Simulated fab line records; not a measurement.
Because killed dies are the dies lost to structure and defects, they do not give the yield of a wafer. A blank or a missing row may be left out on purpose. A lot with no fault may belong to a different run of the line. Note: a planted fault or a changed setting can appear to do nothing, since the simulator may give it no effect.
Split-lot study    flow n5 finfet    route with 1938 steps; 7 lots, 21 wafers read

## SPLIT DETAILS
At N5_BEOL_M1_COAT_61 (time 60 s, resist thk 60 nm), the setting spin rpm was moved away from the recipe's 1500 rpm on 6 of the 21 wafers read, by -10.5% to +9.9%. This setting was run at the recipe's value on the other wafers.

## FROM THE SPLIT TO THE READING: what the file shows between them, 4 steps
- N5_BEOL_M1_COAT_62: time 60 s, resist thk 12 nm
- N5_BEOL_M1_COAT_73: time 60 s, resist thk 5 nm
- N5_BEOL_M1_ETCH_74: etches underlayer in N2/H2, target depth 6.5 nm, time 5.2 s
- N5_BEOL_M1_ETCH_63: etches SiARC in CF4, target depth 15.6 nm, time 26 s

## THE READING
etch.depth nm (the simulator's own value, which no gauge read), in nm, at N5_BEOL_M1_ETCH_64 (etches SOC in N2/H2, target depth 75 nm, overetch 15 nm, time 112.5 s). No usual value for it is given in the file. Average 59.94 nm, standard deviation 0.15 nm, over the 15 wafers here run with the recipe.

wafer   tool, chamber at the split  spin rpm as run, rpm  against the recipe  etch.depth nm, nm  against lot-mates on the recipe
L078.1  litho track-04, 0           1500                  recipe              60.1               -
L078.2  litho track-04, 0           1500                  recipe              59.85              -
L078.6  litho track-04, 0           1500                  recipe              59.89              -
L080.1  litho track-03, 0           1500                  recipe              60.12              -
L080.2  litho track-03, 0           1649                  +9.9%               57.35              -2.80
L080.6  litho track-03, 0           1500                  recipe              60.18              -
L092.1  litho track-03, 0           1343                  -10.5%              63.27              +3.45
L092.3  litho track-03, 0           1500                  recipe              59.82              -
L092.4  litho track-03, 0           1343                  -10.5%              63.16              +3.34
L093.2  litho track-03, 0           1500                  recipe              59.69              -
L093.5  litho track-03, 0           1500                  recipe              59.98              -
L093.6  litho track-03, 0           1500                  recipe              59.83              -
L094.3  litho track-03, 0           1500                  recipe              59.76              -
L094.4  litho track-03, 0           1367                  -8.9%               62.72              +2.96
L094.5  litho track-03, 0           1367                  -8.9%               62.64              +2.88
L096.1  litho track-03, 0           1500                  recipe              59.9               -
L096.5  litho track-03, 0           1500                  recipe              59.86              -
L096.6  litho track-03, 0           1500                  recipe              59.81              -
L097.2  litho track-04, 0           1500                  recipe              60.12              -
L097.4  litho track-04, 0           1425                  -5.0%               61.56              +1.43
L097.5  litho track-04, 0           1500                  recipe              60.15              -

FIT RESULTS
A straight line over all 21 wafers: etch.depth nm changes by -0.299 nm for each +1% of spin rpm; r = -0.99; the points scatter about the line by 0.17 nm.
The same after taking each lot's own level away (the mean of its wafers on the recipe; 21 wafers): -0.313 nm for each +1%; r = -1.00; scatter 0.12 nm.
The reading moves by 3.3 nm for the largest change in spin rpm, on that fit.
Across the lots, their own levels run from 59.760 to 60.150 nm, a range of 2.6 times the standard deviation given above.
The two slopes agree, so the slope changes little with the lot-to-lot level.
Check: for one of the wafers moved furthest among these (-10.5%), held out of the fit, the line's prediction against its lot-mates is +3.27 nm. Against them it came out at +3.45 nm.

## OTHER SPLITS APPLIED TO THESE WAFERS
Other splits were also applied to these wafers ahead of the reading. Each is held against what the fit with the lots' levels taken away leaves over:
other split on the same wafers          wafers away from the commonest value  r with etch.depth nm (lot level and that fit taken away)
N5_MOL_CONTACT_COAG_VIA_ETCH_46 bias w  9                                     +0.26
N5_BEOL_M0_SAQP_SPACER1_ALD_98 temp c   7                                     +0.45
N5_BEOL_M0_SAQP_ETCH_107 source w       8                                     -0.33

## THE WHOLE CHAIN: every reading that the file lists as answering this split, in the file's order
step                what it does                                                           reading                                                                         change (the file's fit)                r (the file's)
N5_BEOL_M1_COAT_61  time 60 s, resist thk 60 nm                                            SOC_of_BEOL_M1_COAT_61.thk nm (the simulator's own value, which no gauge read)  -0.308 nm for each +1% of the setting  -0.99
N5_BEOL_M1_ETCH_64  etches SOC in N2/H2, target depth 75 nm, overetch 15 nm, time 112.5 s  etch.depth nm (the simulator's own value, which no gauge read)                  -0.309 nm for each +1% of the setting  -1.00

## THE FILE'S OWN FIT
etch.depth nm changes by -0.309 nm for each +1% of spin rpm, r = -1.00.
